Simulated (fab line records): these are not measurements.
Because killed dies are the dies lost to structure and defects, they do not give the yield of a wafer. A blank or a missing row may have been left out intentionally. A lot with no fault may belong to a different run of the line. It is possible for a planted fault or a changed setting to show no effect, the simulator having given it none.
fab line records	flow n5_finfet
[record] lots = 7	wafers = 21
route steps=1938 shown GATE_CUT@492 MOL_CONTACT_COAG@559 BEOL_M0_SAQP@636 BEOL_M1@754
start_h: the number of hours between the record's first day and the start of the first shown wafer of the lot	wait_h: time in hours since the lot's previous step	" the same as in the row above	L1.1+2: one row covering several wafers at once	- either no value or no given start	* or withheld: withheld	< > ~ a bound
route shown NAME@n: names a module that has steps shown in the file, with the first one's number in the route	usual: mean and standard deviation over wafers with no fault	same: alike in all rows	chamber/n: place in a boat	sites: readings site by site	_std_site: standard deviation across them	_edge_site: mean of outer sites minus mean of inner sites	radius_mm: how far each site lies from the wafer's centre	mask NAME#n: copy n	behind: the most recent tool/chamber to have shaped the wafer	hold: what put the lot on hold/how long, in hours/how the hold closed	device: which transistor (n, p or np) failed to switch	end of line: at the end of the route, the tests of the same wafers	step lacking rows: just its recipe	killed: the dies lost at the first sort to structure and to defects; this is not the yield of the wafer	map: dies across one wafer; x = killed, . = not, _ = none there
set.NAME: the setting that was run; set.NAME@STEP: the one run at that earlier step	model.NAME: the simulator's own value behind a step, which no gauge read
lots with deliberately changed settings; one table per step, one row per wafer
[[steps]]
[step N5_GATE_CUT_ETCH_36]
[recipe] chemistry = CF4	target = SiARC	target_depth_a = 130	mask_material = CAR-EUV	time_s = 21.7	ion_energy_ev = 80	pressure_mtorr = 40	source_w = 545	bias_w = 36	Ar_flow_sccm = 100	cf4_flow_sccm = 100	ends = cleared
lot.wafer	tool	chamber	start_h	wait_h	set.cf4_flow_sccm	set.spin_rpm@GATE_CUT_COAT_27	model.CAR-EUV_of_GATE_CUT_COAT_07.thk_nm
L080.1+3	rie_diel-04	2,1	119.09	0.0	100	1500	6.8
L080.6	"	2	"	"	86.26	1614	7.2
L082.2	rie_diel-04	0	134.36	0.0	100	1500	7
L082.4	"	3	"	"	100	1363	6.2
L082.6	"	0	"	"	88.07	1500	7
L083.2+5	rie_diel-03	1	137.75	0.0	117.2	1372	6.4
L083.3	"	2	"	"	117.2	1500	6.8
L084.3	rie_diel-02	0	150.35	0.0	119.6	1500	6.8
L084.4	"	3	"	"	119.6	1596	7.4
L084.5	"	1	"	"	100	1596	7.2
L088.1+3	rie_diel-02	1,2	167.67	0.0	100	1402	6.6
L088.5	"	3	"	"	79.43	1402	6.6
L097.1	rie_diel-04	0	224.09	0.0	100	1353	6.4
L097.4	"	2	"	"	100	1500	7
L097.6	"	1	"	"	100	1500	6.8
L096.1+2+5	rie_diel-04	1,2,0	224.48	0.0	100	1500	7
[step N5_MOL_CONTACT_COAG_ALD_27]
[recipe] material = SiOC	target_thk_a = 170	temp_c = 400	ald_precursor_family = carbosiloxane	ald_co_reactant = H2-plasma	pulse_time_s = 1.5	time_s = 2720	purge_time_s = 2	co_reactant_purge_time_s = 2	ald_cycles = 340	pressure_torr = 2
lot.wafer	tool	chamber	start_h	wait_h	set.ald_cycles	model.SiOC_of_MOL_CONTACT_COAG_ALD_27.thk_nm
L080.1+3+6	ald_sin-04	1,2,1	130.36	0.0	340	17
L082.2+4+6	ald_sin-04	2,0,0	144.59	0.0	340	17
L083.2	ald_sin-03	3	150.65	0.0	340	16.8
L083.3	"	2	"	"	340	17
L083.5	"	3	"	"	303	15
L084.3+5	ald_sin-02	1,2	164.50	0.0	385	19.2
L084.4	"	0	"	"	340	17
L088.1+3+5	ald_sin-02	0,3,2	176.75	0.0	340	17
L097.1+6	ald_sin-02	1,3	236.73	0.1	340	17
L097.4	"	3	"	"	301	15.2
L096.1+2	ald_sin-02	1,2	238.27	1.3	340	17.2
L096.5	"	2	"	"	340	17
[step N5_MOL_CONTACT_COAG_PECVD_31]
[recipe] material = SiO2	target_thk_a = 460	temp_c = 400	precursor = TEOS/O2	pressure_torr = 6.5	rf_w = withheld	teos_flow_sccm = withheld	gas = O2	flow_sccm = 2650	time_s = 8.9
lot.wafer	tool	chamber	start_h	wait_h	set.temp_c	model.SiO2_of_MOL_CONTACT_COAG_PECVD_31.thk_nm
L080.1	pecvd-01	2	134.05	0.3	392.5	47.6
L080.3	"	0	"	"	400	46.2
L080.6	"	0	"	"	400	46.6
L082.2+4	pecvd-01	0,2	146.99	0.3	400	45.8
L082.6	"	1	"	"	415.2	42.4
L083.2	pecvd-01	0	153.05	0.3	400	45.6
L083.3	"	2	"	"	409.2	42.2
L083.5	"	1	"	"	400	46
L084.3	pecvd-03	2	167.67	0.3	400	45.8
L084.4	"	2	"	"	400	46
L084.5	"	1	"	"	400	46.4
L088.1	pecvd-03	0	179.32	0.3	400	45.4
L088.3	"	1	"	"	400	46
L088.5	"	2	"	"	400	47
L097.1	pecvd-01	0	240.72	0.3	400	45.8
L097.4	"	0	"	"	400	46.6
L097.6	"	2	"	"	416.5	40.6
L096.1	pecvd-02	0	241.21	0.3	400	45.6
L096.2	"	2	"	"	400	44.6
L096.5	"	0	"	"	400	46.8
[step N5_MOL_CONTACT_COAG_COAT_75]
[recipe] resist = SOC	temp_c = 250	time_s = 60	spin_rpm = 1500	resist_thk_nm = 60
[step N5_MOL_CONTACT_COAG_COAT_76]
[recipe] resist = SiARC	temp_c = 220	time_s = 60	spin_rpm = 1500	resist_thk_nm = 10
[step N5_MOL_CONTACT_COAG_ETCHBACK_135]
[recipe] chemistry = CHF3	target = SiO2	target_depth_a = 250	time_s = 16.7	ion_energy_ev = 200	pressure_mtorr = 30	source_w = 610	bias_w = 170	Ar_flow_sccm = 200	CHF3_flow_sccm = 50
[step N5_MOL_CONTACT_COAG_STRIP_118]
[recipe] chemistry = CHF3	resist = SiARC	rf_frequency_hz = 6e+07
[step N5_MOL_CONTACT_COAG_VIA_ETCH_46]
[recipe] chemistry = C4F6/O2	target_depth_a = 460	overetch_a = 92	mask_material = SOC	target = SiO2	bias_w = 455	pressure_mtorr = 10	time_s = 40	source_w = 325	Ar_flow_sccm = 300	C4F6_flow_sccm = 10	O2_flow_sccm = 10	ion_energy_ev = 575.3	ends = end_point
lot.wafer	tool	chamber	start_h	wait_h	set.temp_c@MOL_CONTACT_COAG_PECVD_31	model.etch.depth_nm
L080.1	rie_diel-01	2	137.60	0.0	392.5	47.59
L080.3	"	3	"	"	400	46.12
L080.6	"	2	"	"	400	46.58
L082.2	rie_diel-01	2	148.21	0.0	400	45.89
L082.4	"	3	"	"	400	45.79
L082.6	"	1	"	"	415.2	42.34
L083.2	rie_diel-06	1	154.81	0.0	400	45.52
L083.3	"	2	"	"	409.2	42.18
L083.5	"	0	"	"	400	45.96
L084.3	rie_diel-01	0	168.72	0.0	400	45.84
L084.4	"	2	"	"	400	46.05
L084.5	"	0	"	"	400	46.32
L088.1	rie_diel-05	2	180.75	0.0	400	45.33
L088.3	"	1	"	"	400	46.03
L088.5	"	0	"	"	400	46.97
L097.1	rie_diel-06	2	242.02	0.0	400	45.76
L097.4	"	0	"	"	400	46.64
L097.6	"	2	"	"	416.5	40.54
L096.1	rie_diel-01	0	242.46	0.0	400	45.59
L096.2	"	2	"	"	400	44.63
L096.5	"	3	"	"	400	46.74
[step N5_MOL_CONTACT_COAG_CVD_140]
[recipe] material = W	target_thk_a = 665	mode = selective_fill	temp_c = 300	time_s = 215
lot.wafer	tool	chamber	start_h	wait_h	set.target_thk_a	model.W_of_MOL_CONTACT_COAG_CVD_140.thk_nm
L080.1	cvd_w-01	1	140.41	0.1	742.7	74.4
L080.3	"	0	"	"	665	67.6
L080.6	"	0	"	"	742.7	75.2
L082.2	cvd_w-01	0	150.09	0.1	665	66.6
L082.4	"	1	"	"	726.5	72.6
L082.6	"	0	"	"	726.5	73.2
L083.2	cvd_w-01	0	156.82	0.1	665	66.4
L083.3	"	1	"	"	665	67.2
L083.5	"	0	"	"	665	66.8
L084.3	cvd_w-01	1	170.88	0.1	581.6	58.8
L084.4	"	0	"	"	665	67
L084.5	"	1	"	"	665	66.6
L088.1	cvd_w-02	1	182.72	0.1	665	65.4
L088.3	"	0	"	"	737.7	73.2
L088.5	"	1	"	"	665	66.8
L097.1	cvd_w-02	1	244.42	0.1	582.3	57.8
L097.4	"	1	"	"	665	66.8
L097.6	"	1	"	"	582.3	58.6
L096.1+5	cvd_w-01	0,1	244.44	0.1	665	66.8
L096.2	"	1	"	"	665	67.6
[step N5_MOL_CONTACT_COAG_PRECLEAN_127]
[recipe] chemistry = DIW	time_s = 57.5	temp_c = 23
[step N5_MOL_CONTACT_COAG_SRD_128]
[recipe] dry_time_s = 32	dry = n2_spin	spin_rpm = 1500
[step N5_MOL_CONTACT_COAG_CMP_52]
[recipe] stop_on = SiO2	t_overpolish_s = 1.5	post_cmp_clean = w_dilute_nh4oh	down_force_psi = 4	platen_rpm = 50.289	pad_velocity_m_s = 1.0006	target_thk_nm = 66.5
lot.wafer	tool	chamber	start_h	wait_h	set.target_thk_a@MOL_CONTACT_COAG_CVD_140	model.W_of_MOL_CONTACT_COAG_CVD_140.thk_nm
L080.3	cmp-01	0	140.77	0.0	665	65.8
L080.1	"	2	"	"	742.7	66
L080.6	"	0	"	"	742.7	65.8
L082.2	cmp-01	0	150.51	0.1	665	66.6
L082.4	"	1	"	"	726.5	66.6
L082.6	"	3	"	"	726.5	65.8
L083.3	cmp-01	2	157.22	0.1	665	67.2
L083.2	"	3	"	"	665	66.4
L083.5	"	0	"	"	665	66.8
L084.4	cmp-02	1	171.16	0.1	665	67
L084.3	"	2	"	"	581.6	58.8
L084.5	"	0	"	"	665	66.6
L088.1	cmp-04	3	183.18	0.2	665	65.4
L088.3	"	0	"	"	737.7	65.6
L088.5	"	2	"	"	665	66.8
L097.4	cmp-04	0	244.85	0.1	665	66.8
L097.1	"	1	"	"	582.3	57.8
L097.6	"	3	"	"	582.3	58.6
L096.2	cmp-02	2	244.87	0.1	665	67.2
L096.1+5	"	3,1	"	"	665	66.8
[step N5_BEOL_M0_SAQP_PECVD_96]
[recipe] material = a-Si	target_thk_a = 450	temp_c = 350	precursor = SiH4/He	pressure_torr = 3	rf_w = 100	time_s = 45.2
lot.wafer	tool	chamber	start_h	wait_h	set.time_s	model.a-Si_of_BEOL_M0_SAQP_PECVD_96.thk_nm
L080.1	pecvd-03	1	144.69	0.0	45.2	44.6
L080.3	"	2	"	"	45.2	44.2
L080.6	"	0	"	"	45.2	45.6
L082.2	pecvd-01	2	157.76	0.0	43.06	43.4
L082.4	"	2	"	"	43.06	43.2
L082.6	"	0	"	"	45.2	45.8
L083.2	pecvd-01	1	163.68	0.0	45.2	44.8
L083.3	"	0	"	"	39.47	38.8
L083.5	"	1	"	"	39.47	40
L084.3+4	pecvd-04	0,2	175.55	0.0	45.2	45
L084.5	"	0	"	"	45.2	45.6
L088.1+3	pecvd-03	2,1	190.89	0.0	45.2	45
L088.5	"	1	"	"	49.55	50.2
L097.1	pecvd-03	0	250.22	0.0	45.2	45.6
L097.4	"	1	"	"	46.94	47.6
L097.6	"	0	"	"	45.2	46.2
L096.1	pecvd-04	1	254.88	0.0	45.2	44.4
L096.2	"	0	"	"	45.2	45.2
L096.5	"	2	"	"	45.2	45
[step N5_BEOL_M0_SAQP_STRIP_86]
[recipe] chemistry = N2/H2	power_w = 500	temp_c = 40	pressure_mtorr = 50	rf_frequency_hz = 6e+07	overash_fraction = 0.3	bias_power_w = 28	h2_frac = 0.5	n2_flow_sccm = 300	h2_flow_sccm = 300
lot.wafer	tool	chamber	start_h	wait_h	set.h2_flow_sccm
L080.1+6	rie_diel-04	0,1	145.86	0.1	317
L080.3	"	1	"	"	300
L082.2+4+6	rie_diel-03	0,3,2	158.93	0.1	300
L083.2+3+5	rie_diel-03	0,3,3	164.85	0.1	300
L084.3+4	rie_diel-02	2,0	177.05	0.1	282.7
L084.5	"	1	"	"	300
L088.1+3+5	rie_diel-04	2,1,2	192.03	0.1	300
L097.1+4+6	rie_diel-04	1,0,3	251.68	0.1	300
L096.1+2+5	rie_diel-02	0,1,3	256.67	0.2	300
[step N5_BEOL_M0_SAQP_STRIP_115]
[recipe] chemistry = post_etch_residue_remover	time_s = 60	temp_c = 25	remover_ph = withheld	remover_water_wt_pct = withheld	remover_fluoride_wt_pct = withheld
[step N5_BEOL_M0_SAQP_SRD_93]
[recipe] dry = ipa_marangoni	time_s = 30	temp_c = 23	rinse_liquid = diw
[step N5_BEOL_M0_SAQP_ETCH_101]
[recipe] chemistry = CH3F/O2	target = SiNx	mask_material = SiO2	target_depth_a = 299	time_s = 42.7	pressure_mtorr = 30	source_w = 395	bias_w = 73	Ar_flow_sccm = 150	CH3F_flow_sccm = 30	O2_flow_sccm = 20	ion_energy_ev = 120
[step N5_BEOL_M0_SAQP_ETCH_102]
[recipe] chemistry = CF4	target = SiO2	target_depth_a = 40	ion_energy_ev = 350	time_s = 4.4	pressure_mtorr = 10	icp_w = 800	bias_w = 400	cf4_flow_sccm = 80
[step N5_BEOL_M0_SAQP_MANDREL_ETCH_103]
[recipe] chemistry = HBr/Cl2	target = a-Si	target_depth_a = 450	bt_time_s = 10	stop_on = SiCN	mask_material = SiO2	over_etch_frac = 0.8	time_s = 27	pressure_mtorr = 10	icp_w = 800	bias_w = 75	HBr_flow_sccm = 150	Cl2_flow_sccm = 80	ends = end_point
lot.wafer	tool	chamber	start_h	wait_h	set.time_s@BEOL_M0_SAQP_PECVD_96	model.etch.depth_nm
L080.1	rie_si-02	2	147.22	0.0	45.2	44.67
L080.3	"	1	"	"	45.2	44.11
L080.6	"	1	"	"	45.2	45.68
L082.2	rie_si-02	2	160.41	0.0	43.06	43.36
L082.4	"	3	"	"	43.06	43.26
L082.6	"	1	"	"	45.2	45.79
L083.2	rie_si-04	2	166.54	0.0	45.2	44.8
L083.3	"	0	"	"	39.47	38.75
L083.5	"	1	"	"	39.47	39.96
L084.3	rie_si-02	2	178.46	0.0	45.2	44.94
L084.4	"	3	"	"	45.2	45
L084.5	"	0	"	"	45.2	45.66
L088.1	rie_si-01	1	193.64	0.0	45.2	45
L088.3	"	3	"	"	45.2	44.97
L088.5	"	0	"	"	49.55	50.1
L097.1	rie_si-02	0	253.27	0.0	45.2	45.58
L097.4	"	2	"	"	46.94	47.58
L097.6	"	3	"	"	45.2	46.22
L096.1	rie_si-02	0	258.37	0.0	45.2	44.34
L096.2	"	2	"	"	45.2	45.16
L096.5	"	0	"	"	45.2	44.91
[step N5_BEOL_M1_HM_DEP_02]
[recipe] material = TiN	target_thk_a = 200	temp_c = 25	chamber_pressure_pa = 0.49996
lot.wafer	tool	chamber	start_h	wait_h	set.target_thk_a	model.TiN_of_BEOL_M1_HM_DEP_02.thk_nm
L080.1+3+6	pvd_sputter-01	-	158.99	0.4	200	20
L082.2	pvd_sputter-03	-	168.02	0.4	181.7	18
L082.4	"	-	"	"	200	19.6
L082.6	"	-	"	"	181.7	18.2
L083.2	pvd_sputter-01	-	176.19	0.2	225.6	22.4
L083.3	"	-	"	"	225.6	22.6
L083.5	"	-	"	"	200	20
L084.3+4	pvd_sputter-02	-	193.34	1.9	200	20.4
L084.5	"	-	"	"	200	20.2
L088.1+3	pvd_sputter-01	-	205.83	1.5	200	20.2
L088.5	"	-	"	"	214.8	21.6
L097.1	pvd_sputter-03	-	263.17	2.6	200	20.2
L097.4+6	"	-	"	"	218.3	21.6
L096.1	pvd_sputter-03	-	272.19	3.6	200	19.8
L096.2+5	"	-	"	"	200	20
[step N5_BEOL_M1_COAT_62]
[recipe] resist = SiARC	temp_c = 220	time_s = 60	spin_rpm = 1500	resist_thk_nm = 12
lot.wafer	tool	chamber	start_h	wait_h	set.spin_rpm
L080.1+3	litho_track-04	0	-	-	1608
L080.6	"	0	"	"	1500
L082.2+4+6	litho_track-01	0	-	-	1500
L083.2+5	litho_track-02	0	-	-	1500
L083.3	"	0	"	"	1592
L084.3+4+5	litho_track-01	0	-	-	1500
L088.1+3+5	litho_track-01	0	-	-	1500
L097.1+6	litho_track-01	0	-	-	1601
L097.4	"	0	"	"	1500
L096.1+2+5	litho_track-01	0	-	-	1500
[step N5_BEOL_M1_COAT_73]
[recipe] resist = underlayer	temp_c = 205	time_s = 60	spin_rpm = 1500	resist_thk_nm = 5
[step N5_BEOL_M1_COAT_05]
[recipe] resist = CAR-EUV	spin_rpm = 1500	resist_thk_nm = 30
[step N5_BEOL_M1_DESCUM_16]
[recipe] chemistry = O2	time_s = 7	source_power_w = 50	bias_power_w = 20	pressure_mtorr = 20	rf_frequency_hz = 2.712e+07	temp_c = 40	resist = CAR-EUV	o2_flow_sccm = 225
[step N5_BEOL_M1_ETCH_74]
[recipe] chemistry = N2/H2	target = underlayer	target_depth_a = 65	mask_material = CAR-EUV	time_s = 5.2	ion_energy_ev = 200	pressure_mtorr = 30	source_w = 840	bias_w = 150	n2_flow_sccm = 200	h2_flow_sccm = 200	ends = cleared
[step N5_BEOL_M1_ETCH_63]
[recipe] chemistry = CF4	target = SiARC	target_depth_a = 156	mask_material = CAR-EUV	time_s = 26	ion_energy_ev = 80	pressure_mtorr = 40	source_w = 545	bias_w = 36	Ar_flow_sccm = 100	cf4_flow_sccm = 100	ends = cleared
lot.wafer	tool	chamber	start_h	wait_h	set.spin_rpm@BEOL_M1_COAT_62	model.etch.depth_nm
L080.1	rie_diel-04	1	159.68	0.0	1608	11.64
L080.3	"	2	"	"	1608	11.58
L080.6	"	2	"	"	1500	12.03
L082.2	rie_diel-04	3	168.78	0.0	1500	12.07
L082.4	"	0	"	"	1500	12.03
L082.6	"	1	"	"	1500	12.04
L083.2	rie_diel-02	1	176.88	0.0	1500	11.99
L083.3	"	3	"	"	1592	11.62
L083.5	"	1	"	"	1500	11.96
L084.3+5	rie_diel-03	0	194.04	0.0	1500	11.96
L084.4	"	2	"	"	1500	11.95
L088.1+5	rie_diel-03	3	206.58	0.0	1500	12.04
L088.3	"	0	"	"	1500	11.98
L097.1	rie_diel-04	2	263.73	0.0	1601	11.56
L097.4	"	1	"	"	1500	11.95
L097.6	"	0	"	"	1601	11.55
L096.1+2	rie_diel-04	2,1	272.93	0.0	1500	11.95
L096.5	"	2	"	"	1500	11.98
[step N5_BEOL_M1_ETCH_64]
[recipe] chemistry = N2/H2	target = SOC	target_depth_a = 750	overetch_a = 150	mask_material = SiARC	temp_c = 40	time_s = 112.5	ion_energy_ev = 200	pressure_mtorr = 30	source_w = 840	bias_w = 150	n2_flow_sccm = 200	h2_flow_sccm = 200
[step N5_BEOL_M1_STRIP_65]
[recipe] chemistry = N2/H2	temp_c = 40	n2_flow_sccm = 200	h2_flow_sccm = 200	rf_frequency_hz = 6e+07
[step N5_BEOL_M1_STRIP_75]
[recipe] chemistry = N2/H2	temp_c = 40	n2_flow_sccm = 200	h2_flow_sccm = 200	rf_frequency_hz = 6e+07
[step N5_BEOL_M1_STRIP_66]
[recipe] chemistry = CF4	resist = SiARC	power_w = 300	bias_power_w = 75	pressure_mtorr = 50	cf4_flow_sccm = 150	rf_frequency_hz = 6e+07
[step N5_BEOL_M1_HM_OPEN_17]
[recipe] chemistry = Cl2/BCl3	target_depth_a = 200	overetch_a = 60	target = TiN	mask_material = SOC	ion_energy_ev = 150	pressure_mtorr = 10	icp_w = 1000	bias_w = 126	Cl2_flow_sccm = 53.25	bcl3_flow_sccm = 21.75	Ar_flow_sccm = 25
lot.wafer	tool	chamber	start_h	wait_h	set.target_thk_a@BEOL_M1_HM_DEP_02	model.etch.depth_nm
L080.1	rie_metal-01	1	159.87	0.0	200	20.09
L080.3	"	1	"	"	200	20.03
L080.6	"	1	"	"	200	20.07
L082.2	rie_metal-03	0	168.98	0.0	181.7	18.03
L082.4	"	0	"	"	200	19.54
L082.6	"	1	"	"	181.7	18.14
L083.2	rie_metal-03	0	177.07	0.0	225.6	22.49
L083.3	"	0	"	"	225.6	22.51
L083.5	"	0	"	"	200	20.01
L084.3	rie_metal-01	0	194.30	0.1	200	20.35
L084.4	"	0	"	"	200	20.47
L084.5	"	0	"	"	200	20.29
L088.1	rie_metal-03	0	206.78	0.0	200	20.16
L088.3	"	1	"	"	200	20.29
L088.5	"	1	"	"	214.8	21.55
L097.1	rie_metal-03	1	263.93	0.0	200	20.17
L097.4	"	0	"	"	218.3	21.51
L097.6	"	0	"	"	218.3	21.53
L096.1	rie_metal-03	0	273.12	0.0	200	19.89
L096.2	"	1	"	"	200	19.94
L096.5	"	1	"	"	200	20.01
[[key]]
[split] step = N5_GATE_CUT_ETCH_36	setting = cf4_flow_sccm	stated = 100	by = wafer
response none clear
[split] step = N5_MOL_CONTACT_COAG_ALD_27	setting = ald_cycles	stated = 340	by = wafer
[response] step = N5_MOL_CONTACT_COAG_ALD_27	reading = model.SiOC_of_MOL_CONTACT_COAG_ALD_27.thk_nm	change = +0.166	per = 1%	r = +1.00
[split] step = N5_MOL_CONTACT_COAG_PECVD_31	setting = temp_c	stated = 400	by = wafer
[response] step = N5_MOL_CONTACT_COAG_PECVD_31	reading = model.SiO2_of_MOL_CONTACT_COAG_PECVD_31.thk_nm	change = -1.16	per = 1%	r = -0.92
[response] step = N5_MOL_CONTACT_COAG_VIA_ETCH_46	reading = model.etch.depth_nm	change = -1.17	per = 1%	r = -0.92
[split] step = N5_MOL_CONTACT_COAG_CVD_140	setting = target_thk_a	stated = 665	by = wafer
[response] step = N5_MOL_CONTACT_COAG_CVD_140	reading = model.W_of_MOL_CONTACT_COAG_CVD_140.thk_nm	change = +0.654	per = 1%	r = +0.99
[response] step = N5_MOL_CONTACT_COAG_CMP_52	reading = model.W_of_MOL_CONTACT_COAG_CVD_140.thk_nm	shape = bent	at_lowest = 58.8	at_stated = 66.63	at_highest = 65.9
[split] step = N5_BEOL_M0_SAQP_PECVD_96	setting = time_s	stated = 45.2	by = wafer
[response] step = N5_BEOL_M0_SAQP_PECVD_96	reading = model.a-Si_of_BEOL_M0_SAQP_PECVD_96.thk_nm	change = +0.471	per = 1%	r = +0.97
[response] step = N5_BEOL_M0_SAQP_MANDREL_ETCH_103	reading = model.etch.depth_nm	change = +0.47	per = 1%	r = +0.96
[split] step = N5_BEOL_M0_SAQP_STRIP_86	setting = h2_flow_sccm	stated = 300	by = wafer
response none clear
[split] step = N5_BEOL_M1_HM_DEP_02	setting = target_thk_a	stated = 200	by = wafer
[response] step = N5_BEOL_M1_HM_DEP_02	reading = model.TiN_of_BEOL_M1_HM_DEP_02.thk_nm	change = +0.178	per = 1%	r = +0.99
[response] step = N5_BEOL_M1_HM_OPEN_17	reading = model.etch.depth_nm	change = +0.175	per = 1%	r = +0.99
[split] step = N5_BEOL_M1_COAT_62	setting = spin_rpm	stated = 1500	by = wafer
[response] step = N5_BEOL_M1_ETCH_63	reading = model.etch.depth_nm	change = -0.0579	per = 1%	r = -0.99
split outside_this_file step=N5_GATE_CUT_COAT_27 setting=spin_rpm
// split outside_this_file: this setting was split too, and the file shows its column; the key of that split is in another file
